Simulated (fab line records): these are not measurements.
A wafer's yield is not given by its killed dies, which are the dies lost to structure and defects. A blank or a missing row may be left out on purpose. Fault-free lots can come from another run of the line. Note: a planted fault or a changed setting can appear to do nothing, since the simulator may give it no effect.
fab line records -- flow nandHarc
[record] lots = 7, wafers = 21, lastDay = 24
route steps=1159 shown A_BLC@989 A_M0@994
lots with no fault: from the same line, run without faults
startH: hours from the record's first day to the start of the lot's first wafer shown -- waitH: hours from the lot's prior step to this one -- " same as the row above -- L1.1+2: several wafers, shown together as one row -- - no value present, or no start provided -- * or withheld: withheld -- < > ~ a bound
route shown NAME@n: a module of which the file shows steps, and the number in the route of the first -- usual: mean/standard deviation taken from wafers without a fault -- same: alike in all rows -- chamber/n: place in a boat -- sites: the reading at each site -- _std_site: their standard deviation -- _edge_site: mean of outer sites minus mean of inner sites -- radiusMm: for every site, how far away it sits from the centre of the wafer -- mask NAME#n: copy n -- behind: the tool/chamber that last shaped the wafer -- hold: why the lot went on hold/how many hours it stayed there/how the hold came to an end -- device: which transistor (n, p or np) failed to switch -- end of line: tests run on the same wafers once the route is complete -- where a step has no rows: the recipe by itself -- killed: dies that structure and defects cost at the first sort, which is not the same as the wafer's yield -- map: a wafer's dies, x killed, . not, _ none there
set.NAME: the setting the step ran with; set.NAME@STEP: the setting that earlier step ran with -- model.NAME: the simulator's own value behind a step, which no gauge read
lots at selected steps of the route; one table per step, one row per wafer
services: when a tool's chamber went out of use (startH, in hours from the record's first day, below 0 if earlier), for how many hours, and the reason
[[steps]]
[step NHARC_A_BLC_CVD_24]
[recipe] targetThkA = 1500, tempC = 300, pressureTorr = 40, wf6FlowSccm = 40, h2FlowSccm = 1600, arFlowSccm = 1560, timeS = 434, material = W
[usual] heaterPowerW = 422/25, throttleValvePct = 7.9/0.35
lot.wafer,tool,chamber,startH,waitH,heaterPowerW,throttleValvePct
L328.4,cvdW-02,1,-,-,443,7.8
L328.3,cvdW-02,0,-,-,400,7.5
L328.5,cvdW-02,0,-,-,400,7.5
L326.1,cvdW-01,1,-,-,432,8.7
L326.2,cvdW-01,0,-,-,388,8.1
L326.3,cvdW-01,1,-,-,447,8.4
L337.4,cvdW-02,1,-,-,445,7.8
L337.3,cvdW-02,0,-,-,412,7.7
L337.5,cvdW-02,1,-,-,453,7.7
L340.3,cvdW-01,0,-,-,384,7.8
L340.5,cvdW-01,0,-,-,384,7.7
L340.6,cvdW-01,1,-,-,433,8.4
L339.2,cvdW-02,1,-,-,453,7.9
L339.3,cvdW-02,0,-,-,414,7.7
L339.5,cvdW-02,1,-,-,452,7.9
L344.2,cvdW-02,0,-,-,413,7.7
L344.4,cvdW-02,1,-,-,449,7.7
L344.5,cvdW-02,0,-,-,419,7.5
L346.2,cvdW-01,0,-,-,382,8.1
L346.5,cvdW-01,1,-,-,436,8.5
L346.6,cvdW-01,0,-,-,383,7.8
[step NHARC_A_BLC_CMP_25]
[recipe] tOverpolishS = 30, targetThkNm = 150
[usual] motorCurrentA = 12.3/0.78, overpolishRunS = 29.999/0.0098, timeToEndpointS = 29.2/2.2
lot.wafer,tool,chamber,startH,waitH,motorCurrentA,overpolishRunS,timeToEndpointS
L328.4,cmp-03,2,398.88,0.3,10.3,30.012,28.5
L328.3,cmp-03,1,398.88,0.3,12.7,29.988,25.8
L328.5,cmp-03,3,398.88,0.3,12.9,30.012,27.4
L326.3,cmp-02,3,408.60,0.3,12.8,29.999,32.2
L326.1,cmp-02,0,408.60,0.3,12.0,29.996,32.3
L326.2,cmp-02,2,408.60,0.3,12.3,30.001,29.9
L337.4,cmp-04,2,477.52,0.4,11.6,29.993,34.3
L337.3,cmp-04,0,477.52,0.4,13.0,29.989,32.0
L337.5,cmp-04,1,477.52,0.4,11.8,29.973,30.8
L340.3,cmp-02,1,501.40,0.4,12.7,29.988,28.6
L340.5,cmp-02,2,501.40,0.4,12.5,30.000,26.8
L340.6,cmp-02,3,501.40,0.4,12.7,29.993,29.9
L339.3,cmp-03,0,505.36,0.2,12.4,30.003,27.2
L339.2,cmp-03,3,505.36,0.2,13.1,29.999,29.6
L339.5,cmp-03,1,505.36,0.2,13.7,29.999,27.3
L344.4,cmp-02,1,505.82,0.3,13.0,29.996,26.7
L344.2,cmp-02,2,505.82,0.3,13.1,30.017,24.0
L344.5,cmp-02,0,505.82,0.3,11.6,30.007,26.9
L346.2,cmp-02,3,519.97,0.4,11.9,30.009,30.2
L346.6,cmp-02,1,519.97,0.4,12.1,29.995,31.8
L346.5,cmp-02,2,519.97,0.4,13.3,29.993,31.5
[step NHARC_A_BLC_SRD_27]
[step NHARC_A_BLC_INSPECT_28]
[usual] rawDefectCount = 413/100
lot.wafer,tool,chamber,startH,waitH,rawDefectCount
L328.3,defectInspect-02,-,399.28,0.1,263
L328.4,defectInspect-02,-,399.28,0.1,341
L328.5,defectInspect-02,-,399.28,0.1,263
L326.1,defectInspect-01,-,409.00,0.1,561
L326.2,defectInspect-01,-,409.00,0.1,417
L326.3,defectInspect-01,-,409.00,0.1,457
L337.3,defectInspect-02,-,477.90,0.1,280
L337.4,defectInspect-02,-,477.90,0.1,491
L337.5,defectInspect-02,-,477.90,0.1,491
L340.3,defectInspect-02,-,501.73,0.1,270
L340.5,defectInspect-02,-,501.73,0.1,252
L340.6,defectInspect-02,-,501.73,0.1,396
L339.2,defectInspect-01,-,505.76,0.1,416
L339.3,defectInspect-01,-,505.76,0.1,395
L339.5,defectInspect-01,-,505.76,0.1,470
L344.2,defectInspect-02,-,506.20,0.1,521
L344.4,defectInspect-02,-,506.20,0.1,539
L344.5,defectInspect-02,-,506.20,0.1,558
L346.2,defectInspect-02,-,520.33,0.1,342
L346.5,defectInspect-02,-,520.33,0.1,253
L346.6,defectInspect-02,-,520.33,0.1,314
[step NHARC_A_M0_DEP_00]
[recipe] targetThkA = 1500, targetThkNm = 150, tempC = withheld, pressureTorr = 5, flowSccm = 200, rfW = 600, material = SiOC
[step NHARC_A_M0_DEHYDRATE_01]
[recipe] tempC = 150, timeS = 120
[step NHARC_A_M0_HMDS_02]
[recipe] timeS = 30
[step NHARC_A_M0_COAT_33]
[recipe] tempC = 200, timeS = 65
[step NHARC_A_M0_COAT_03]
[recipe] spinRpm = 1500, resistThkNm = 90
[step NHARC_A_M0_SOFTBAKE_04]
[recipe] tempC = 105, timeS = 55
[step NHARC_A_M0_EBR_05]
[step NHARC_A_M0_EXPOSE_06]
[recipe] na = 1.35, targetCdNm = 80, doseMj = 83.25, maskId = A_M0
[usual] exposureDoseMJCm2 = 83.27/0.081
[same] na = 1.35
lot.wafer,tool,chamber,startH,waitH,mask,exposureDoseMJCm2
L328.3,arfiScanner-01,0,399.92,-,A_M0#0,83.34
L328.4,arfiScanner-01,0,399.92,-,A_M0#0,83.42
L328.5,arfiScanner-01,0,399.92,-,A_M0#0,83.33
L326.1,arfiScanner-03,0,410.19,-,A_M0#0,83.21
L326.2,arfiScanner-03,0,410.19,-,A_M0#0,83.26
L326.3,arfiScanner-03,0,410.19,-,A_M0#0,83.24
L337.3,arfiScanner-03,0,478.81,-,A_M0#0,110.33
L337.4,arfiScanner-03,0,478.81,-,A_M0#0,110.57
L337.5,arfiScanner-03,0,478.81,-,A_M0#0,110.44
L340.3,arfiScanner-03,0,502.50,-,A_M0#0,102.25
L340.5,arfiScanner-03,0,502.50,-,A_M0#0,102.20
L340.6,arfiScanner-03,0,502.50,-,A_M0#0,102.17
L339.2,arfiScanner-03,0,506.40,-,A_M0#0,102.07
L339.3,arfiScanner-03,0,506.40,-,A_M0#0,102.14
L339.5,arfiScanner-03,0,506.40,-,A_M0#0,102.07
L344.2,arfiScanner-01,0,507.07,-,A_M0#0,83.28
L344.4,arfiScanner-01,0,507.07,-,A_M0#0,83.31
L344.5,arfiScanner-01,0,507.07,-,A_M0#0,83.37
L346.2,arfiScanner-02,0,521.17,-,A_M0#0,83.31
L346.5,arfiScanner-02,0,521.17,-,A_M0#0,83.20
L346.6,arfiScanner-02,0,521.17,-,A_M0#0,83.22
[step NHARC_A_M0_PEB_07]
[recipe] pebTempC = 100, pebTimeS = 65
[step NHARC_A_M0_DEVELOP_08]
[recipe] developTimeS = 35, devTempC = 23
[step NHARC_A_M0_CD_MEAS_09]
[recipe] targetCdNm = 80, landingEnergyEv = 500
[usual] cdNm = 80.0/0.61
lot.wafer,tool,chamber,startH,waitH,hold,cdNm
L328.3,cdSem-02,0,400.06,-,-,79.1
L328.4,cdSem-02,0,400.06,-,-,79.5
L328.5,cdSem-02,0,400.06,-,-,79.8
L326.1,cdSem-02,0,410.33,-,-,80.1
L326.2,cdSem-02,0,410.33,-,-,79.8
L326.3,cdSem-02,0,410.33,-,-,79.6
L337.3,cdSem-01,0,478.94,-,awaitDispo/0.2h/release,97.7
L337.4,cdSem-01,0,478.94,-,awaitDispo/0.2h/release,98.6
L337.5,cdSem-01,0,478.94,-,awaitDispo/0.2h/release,98.5
L337.3,cdSem-01,0,-,-,-,98.0
L337.4,cdSem-01,0,-,-,-,98.2
L337.5,cdSem-01,0,-,-,-,98.6
L340.3,cdSem-02,0,502.63,-,awaitDispo/0.2h/release,94.0
L340.5,cdSem-02,0,502.63,-,awaitDispo/0.2h/release,94.1
L340.6,cdSem-02,0,502.63,-,awaitDispo/0.2h/release,93.8
L340.3,cdSem-02,0,-,-,-,94.1
L340.5,cdSem-02,0,-,-,-,94.0
L340.6,cdSem-02,0,-,-,-,93.8
L339.2,cdSem-02,0,506.54,-,awaitDispo/0.2h/release,92.9
L339.3,cdSem-02,0,506.54,-,awaitDispo/0.2h/release,92.8
L339.5,cdSem-02,0,506.54,-,awaitDispo/0.2h/release,92.6
L339.2,cdSem-02,0,-,-,-,93.3
L339.3,cdSem-02,0,-,-,-,92.9
L339.5,cdSem-02,0,-,-,-,93.0
L344.2,cdSem-01,0,507.21,-,-,80.4
L344.4,cdSem-01,0,507.21,-,-,80.2
L344.5,cdSem-01,0,507.21,-,-,80.1
L346.2,cdSem-01,0,521.31,-,-,78.9
L346.5,cdSem-01,0,521.31,-,-,79.4
L346.6,cdSem-01,0,521.31,-,-,78.7
[step NHARC_A_M0_OVL_MEAS_10]
[recipe] pitchNm = 160
[usual] overlayXNm = -0.1/0.76, overlayYNm = 0.1/0.72
lot.wafer,tool,chamber,startH,waitH,hold,overlayXNm,overlayYNm
L328.3,overlay-02,-,400.14,-,-,-1.1,-0.1
L328.4,overlay-02,-,400.14,-,-,-0.7,-0.3
L328.5,overlay-02,-,400.14,-,-,-1.1,-0.1
L326.1,overlay-02,-,410.42,-,-,-0.7,0.5
L326.2,overlay-02,-,410.42,-,-,-0.7,-0.1
L326.3,overlay-02,-,410.42,-,-,-0.8,0.3
L337.3,overlay-01,-,482.11,-,awaitDispo/2.9h/release,0.7,0.8
L337.4,overlay-01,-,482.11,-,awaitDispo/2.9h/release,0.6,0.7
L337.5,overlay-01,-,482.11,-,awaitDispo/2.9h/release,0.8,0.6
L340.3,overlay-02,-,507.03,-,awaitDispo/4.1h/release,-0.1,-0.8
L340.5,overlay-02,-,507.03,-,awaitDispo/4.1h/release,-0.2,-1.6
L340.6,overlay-02,-,507.03,-,awaitDispo/4.1h/release,-0.7,-1.5
L344.2,overlay-01,-,507.30,-,-,0.4,0.0
L344.4,overlay-01,-,507.30,-,-,1.1,0.1
L344.5,overlay-01,-,507.30,-,-,0.8,0.0
L339.2,overlay-01,-,509.21,-,awaitDispo/2.4h/release,0.4,0.6
L339.3,overlay-01,-,509.21,-,awaitDispo/2.4h/release,0.7,0.6
L339.5,overlay-01,-,509.21,-,awaitDispo/2.4h/release,0.6,0.4
L346.2,overlay-02,-,521.40,-,-,-0.5,-0.3
L346.5,overlay-02,-,521.40,-,-,0.2,-0.1
L346.6,overlay-02,-,521.40,-,-,-0.5,-0.2
[step NHARC_A_M0_INSPECT_11]
[usual] rawDefectCount = 35/16
lot.wafer,tool,chamber,startH,waitH,rawDefectCount
L328.3,defectInspect-02,-,400.18,0.0,40
L328.4,defectInspect-02,-,400.18,0.0,38
L328.5,defectInspect-02,-,400.18,0.0,30
L326.1,defectInspect-02,-,410.45,0.0,19
L326.2,defectInspect-02,-,410.45,0.0,15
L326.3,defectInspect-02,-,410.45,0.0,22
L337.3,defectInspect-01,-,482.15,0.0,17
L337.4,defectInspect-01,-,482.15,0.0,15
L337.5,defectInspect-01,-,482.15,0.0,16
L340.3,defectInspect-02,-,507.07,0.0,32
L340.5,defectInspect-02,-,507.07,0.0,30
L340.6,defectInspect-02,-,507.07,0.0,35
L344.2,defectInspect-02,-,507.33,0.0,63
L344.4,defectInspect-02,-,507.33,0.0,56
L344.5,defectInspect-02,-,507.33,0.0,48
L339.2,defectInspect-01,-,509.25,0.0,27
L339.3,defectInspect-01,-,509.25,0.0,23
L339.5,defectInspect-01,-,509.25,0.0,24
L346.2,defectInspect-02,-,521.43,0.0,38
L346.5,defectInspect-02,-,521.43,0.0,39
L346.6,defectInspect-02,-,521.43,0.0,55
[step NHARC_A_M0_DESCUM_14]
[recipe] timeS = 3, o2FlowSccm = 200, arFlowSccm = 0, biasPowerW = 0, chemistry = O2
[usual] drypumpMotorCurrentA = 5.73/0.25, oesProductAu = 0.999/0.0087, rfVppV = 57.8/0.98, showerheadPlenumPTorr = 1.90/0.089, throttleValvePct = 11.311/0.0094
lot.wafer,tool,chamber,startH,waitH,drypumpMotorCurrentA,oesProductAu,rfHoursCounterH,rfVppV,showerheadPlenumPTorr,throttleValvePct,model.A_M0.cdNm
L328.3,rieDiel-02,0,400.24,0.1,5.89,0.980,5,58.7,1.82,11.315,79.35
L328.4,rieDiel-02,3,400.24,0.1,5.81,1.004,5,57.9,1.95,11.309,79.93
L328.5,rieDiel-02,0,400.24,0.1,5.90,0.995,-,56.6,1.82,11.330,79.64
L326.2,rieDiel-09,1,410.52,0.1,5.71,0.993,10,56.7,2.03,11.304,80.12
L326.1,rieDiel-09,2,410.52,0.1,5.78,1.002,10,55.7,1.80,11.324,80.49
L326.3,rieDiel-09,3,410.52,0.1,5.66,1.002,10,57.7,1.85,11.323,79.85
L337.4,rieDiel-02,0,482.21,0.1,5.92,0.989,11,56.5,1.82,11.309,97.84
L337.3,rieDiel-02,3,482.21,0.1,5.83,0.999,8,58.9,1.95,11.309,97.69
L337.5,rieDiel-02,1,482.21,0.1,6.04,0.991,-,58.3,2.02,11.322,98.44
L340.3,rieDiel-09,1,507.13,0.1,5.69,0.989,6,57.1,2.03,11.304,94.05
L340.5,rieDiel-09,0,507.13,0.1,5.25,0.984,-,58.9,2.02,11.318,93.82
L340.6,rieDiel-09,1,507.13,0.1,5.70,0.980,-,58.1,2.03,11.310,94.04
L344.4,rieDiel-09,1,507.39,0.1,5.67,1.006,6,56.9,2.03,11.304,80.08
L344.2,rieDiel-09,0,507.39,0.1,5.22,0.998,6,56.9,2.02,11.320,80.11
L344.5,rieDiel-09,1,507.39,0.1,5.67,1.004,-,58.0,2.03,11.322,79.92
L339.2,rieDiel-06,2,509.31,0.1,5.70,0.997,5,59.1,1.99,11.324,93.32
L339.3,rieDiel-06,0,509.31,0.1,5.22,0.987,4,57.3,1.82,11.299,92.98
L339.5,rieDiel-06,3,509.31,0.1,5.91,0.987,-,57.6,1.83,11.319,92.75
L346.2,rieDiel-06,0,521.52,0.1,5.22,1.005,5,58.3,1.82,11.296,79.27
L346.5,rieDiel-06,1,521.52,0.1,5.56,1.008,-,58.9,1.83,11.325,78.98
L346.6,rieDiel-06,2,521.52,0.1,5.73,1.015,-,57.6,1.99,11.307,78.67
[step NHARC_A_M0_ETCH_34]
[recipe] targetDepthA = 400, overetchA = 120, timeS = 43.94, ionEnergyEv = 200, n2FlowSccm = 150, h2FlowSccm = 150, arFlowSccm = 0, rfW = 400, biasW = 150, chemistry = N2/H2
[usual] drypumpMotorCurrentA = 5.72/0.26, oesProductAu = 0.999/0.0092, rfVppV = 430.1/2.8, showerheadPlenumPTorr = 2.03/0.099, throttleValvePct = 14.171/0.0095
lot.wafer,tool,chamber,startH,waitH,drypumpMotorCurrentA,oesProductAu,rfHoursCounterH,rfVppV,showerheadPlenumPTorr,throttleValvePct
L328.4,rieDiel-02,2,400.33,0.1,5.99,1.013,5,427.6,1.94,14.168
L328.3,rieDiel-02,3,400.33,0.1,5.83,1.014,5,431.5,2.08,14.172
L328.5,rieDiel-02,2,400.33,0.1,6.00,1.014,-,426.6,1.94,14.186
L326.3,rieDiel-09,0,410.60,0.1,5.23,0.997,8,433.7,2.16,14.166
L326.2,rieDiel-09,1,410.60,0.1,5.72,0.987,10,434.7,2.17,14.171
L326.1,rieDiel-09,2,410.60,0.1,5.76,0.994,10,425.7,1.92,14.178
L337.3,rieDiel-02,3,482.30,0.1,5.82,1.010,8,431.4,2.08,14.173
L337.4,rieDiel-02,1,482.30,0.1,6.01,1.005,11,432.9,2.15,14.188
L337.5,rieDiel-02,2,482.30,0.1,5.98,1.012,-,428.0,1.94,14.191
L340.3,rieDiel-09,1,507.22,0.1,5.69,1.006,6,433.8,2.16,14.180
L340.6,rieDiel-09,3,507.22,0.1,5.60,0.994,-,427.9,1.96,14.174
L340.5,rieDiel-09,0,507.22,0.1,5.22,0.997,-,433.6,2.15,14.183
L344.4,rieDiel-09,0,507.48,0.1,5.22,0.991,6,433.8,2.15,14.153
L344.2,rieDiel-09,1,507.48,0.1,5.66,1.000,6,432.3,2.17,14.185
L344.5,rieDiel-09,0,507.48,0.1,5.23,0.991,-,431.8,2.15,14.172
L339.3,rieDiel-06,3,509.40,0.1,5.89,0.993,5,427.8,1.95,14.154
L339.2,rieDiel-06,0,509.40,0.1,5.20,0.997,4,427.7,1.94,14.163
L339.5,rieDiel-06,3,509.40,0.1,5.88,1.003,-,428.6,1.95,14.176
L346.2,rieDiel-06,0,521.58,0.1,5.21,0.995,5,428.7,1.94,14.172
L346.5,rieDiel-06,0,521.58,0.1,5.19,0.989,-,430.4,1.94,14.181
L346.6,rieDiel-06,1,521.58,0.1,5.58,1.003,-,428.4,1.94,14.159
[step NHARC_A_M0_ETCH_15]
[recipe] targetDepthA = 1500, overetchA = 150, timeS = 82.5, c4f8FlowSccm = withheld, arFlowSccm = 400, rfW = 600, biasW = 300, chemistry = C4F8/Ar
[usual] oesProductAu = 0.954/0.021, rfVppV = 440.2/2.9
lot.wafer,tool,chamber,startH,waitH,oesProductAu,rfHoursCounterH,rfVppV,model.A_M0.cdNm
L328.3,rieDiel-02,2,-,-,0.982,5,437.3,79.35
L328.4,rieDiel-02,3,-,-,0.982,5,440.4,80.13
L328.5,rieDiel-02,2,-,-,0.980,-,437.7,79.87
L326.2,rieDiel-09,1,-,-,0.917,10,444.8,79.89
L326.1,rieDiel-09,2,-,-,0.919,10,437.8,80.53
L326.3,rieDiel-09,3,-,-,0.917,10,437.8,79.77
L337.3,rieDiel-02,1,-,-,0.916,11,443.4,97.48
L337.4,rieDiel-02,3,-,-,0.928,8,441.0,97.85
L337.5,rieDiel-02,0,-,-,0.923,-,437.0,98.3
L340.3,rieDiel-09,2,-,-,0.971,6,436.5,94.02
L340.6,rieDiel-09,1,-,-,0.963,-,444.0,94.22
L340.5,rieDiel-09,2,-,-,0.979,-,436.6,94.11
L344.4,rieDiel-09,1,-,-,0.946,6,444.0,80.61
L344.2,rieDiel-09,3,-,-,0.976,7,438.4,80.52
L344.5,rieDiel-09,2,-,-,0.954,-,437.1,80.41
L339.2,rieDiel-06,2,-,-,0.931,5,444.1,92.88
L339.3,rieDiel-06,1,-,-,0.938,5,437.8,92.27
L339.5,rieDiel-06,2,-,-,0.927,-,442.9,92.06
L346.2,rieDiel-06,2,-,-,0.962,7,443.5,79.2
L346.6,rieDiel-06,3,-,-,0.984,-,437.8,78.79
L346.5,rieDiel-06,0,-,-,0.971,-,437.9,79
[step NHARC_A_M0_CD_MEAS_16]
[usual] cdNm = 80.0/0.61
lot.wafer,tool,chamber,startH,waitH,hold,cdNm
L328.3,cdSem-02,-,400.55,-,-,79.1
L328.4,cdSem-02,-,400.55,-,-,80.1
L328.5,cdSem-02,-,400.55,-,-,80.0
L326.1,cdSem-02,-,410.81,-,-,80.8
L326.2,cdSem-02,-,410.81,-,-,79.6
L326.3,cdSem-02,-,410.81,-,-,79.7
L337.3,cdSem-01,-,482.52,-,awaitDispo/0.2h/release,97.3
L337.4,cdSem-01,-,482.52,-,awaitDispo/0.2h/release,97.8
L337.5,cdSem-01,-,482.52,-,awaitDispo/0.2h/release,98.3
L337.3,cdSem-01,-,482.71,0.2,-,97.4
L337.4,cdSem-01,-,482.71,0.2,-,98.0
L337.5,cdSem-01,-,482.71,0.2,-,98.2
L340.3,cdSem-03,-,507.43,-,awaitDispo/0.2h/release,94.0
L340.5,cdSem-03,-,507.43,-,awaitDispo/0.2h/release,93.9
L340.6,cdSem-03,-,507.43,-,awaitDispo/0.2h/release,94.4
L340.3,cdSem-03,-,507.61,0.2,-,93.9
L340.5,cdSem-03,-,507.61,0.2,-,94.1
L340.6,cdSem-03,-,507.61,0.2,-,94.0
L344.2,cdSem-03,-,507.69,-,-,80.5
L344.4,cdSem-03,-,507.69,-,-,80.8
L344.5,cdSem-03,-,507.69,-,-,80.4
L339.2,cdSem-03,-,509.62,-,awaitDispo/0.2h/release,93.1
L339.3,cdSem-03,-,509.62,-,awaitDispo/0.2h/release,92.3
L339.5,cdSem-03,-,509.62,-,awaitDispo/0.2h/release,92.1
L339.2,cdSem-03,-,509.80,0.2,-,93.0
L339.3,cdSem-03,-,509.80,0.2,-,92.4
L339.5,cdSem-03,-,509.80,0.2,-,91.9
L346.2,cdSem-02,-,521.80,-,-,79.3
L346.5,cdSem-02,-,521.80,-,-,79.1
L346.6,cdSem-02,-,521.80,-,-,78.5
[[services]]
tool,chamber,startH,hours,kind
cmp-03,-,377.37,0.6,repair
cvdW-02,-,377.54,13.0,pm
cmp-04,-,378.84,1.7,repair
cmp-02,-,380.14,0.9,repair
rieDiel-02,3,391.45,4.9,repair
rieDiel-02,3,409.61,30.2,repair
rieDiel-06,-,418.32,9.0,pm
cmp-02,-,422.62,4.0,pm
arfiScanner-03,-,427.92,0.9,repair
rieDiel-09,-,431.11,9.0,pm
cmp-03,-,439.45,3.4,repair
arfiScanner-01,-,443.43,0.7,repair
cmp-03,-,449.30,1.0,repair
cmp-03,-,450.34,4.0,pm
cmp-03,-,461.23,0.5,repair
cmp-02,-,461.36,1.0,repair
cvdW-01,-,477.57,13.0,pm
rieDiel-06,0,477.84,6.1,repair
arfiScanner-03,-,484.00,4.0,pm
arfiScanner-01,-,495.59,0.5,repair
rieDiel-02,-,504.78,9.0,pm
arfiScanner-01,-,511.39,1.6,repair
rieDiel-06,1,512.58,4.6,repair
cmp-02,-,520.62,4.0,pm
[[key]]
[firstSign] step = NHARC_A_M0_EXPOSE_06, reading = exposureDoseMJCm2, direction = up, sigmas = 99+, usual = 83.27, struck = 104.92
[effect] step = NHARC_A_M0_CD_MEAS_09, reading = visit, direction = added, through = controlLoop
[effect] step = NHARC_A_M0_CD_MEAS_09, reading = cdNm, direction = up, sigmas = 25, usual = 80.0, struck = 95.0, through = controlLoop
[effect] step = NHARC_A_M0_CD_MEAS_16, reading = visit, direction = added, through = controlLoop
[effect] step = NHARC_A_M0_CD_MEAS_16, reading = cdNm, direction = up, sigmas = 24, usual = 80.0, struck = 94.8, through = controlLoop
[modelEffect] step = NHARC_A_M0_DESCUM_14, value = A_M0.cdNm, without = 79.94, struck = 94.99
[modelEffect] step = NHARC_A_M0_ETCH_15, value = A_M0.cdNm, without = 79.74, struck = 94.8
metAt NHARC_A_M0_EXPOSE_06
struckWafers L337.3,L337.4,L337.5,L339.2,L339.3,L339.5,L340.3,L340.5,L340.6
laterRowsLeftOut L337.3,L337.4,L337.5,L340.6
sortLeftOut L337.3,L337.4,L337.5,L339.2,L339.3,L339.5,L340.3,L340.5,L340.6
[loopTrim] step = NHARC_A_M0_EXPOSE_06, setting = dose, lots = L339,L340
onsetBetween 410.19 478.81
[fault] kind = processParameterDrift, tool = arfiScanner-03, chamber = -, onsetH = 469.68, steps = NHARC_A_M0_EXPOSE_06, channel = doseMj, offset = 27.173, shape = step, actsIn = theseRecipesOnly, stated = 83.25
// sortLeftOut: the simulated sort isn't trusted on such a fault, so these wafers' sort isn't shown, and their yield isn't known
// laterRowsLeftOut: the simulator's readings of these wafers behind a module that went badly wrong aren't trusted and aren't shown, but for the sort
// loopTrim: a control loop set the setting to another value than it would have without faults
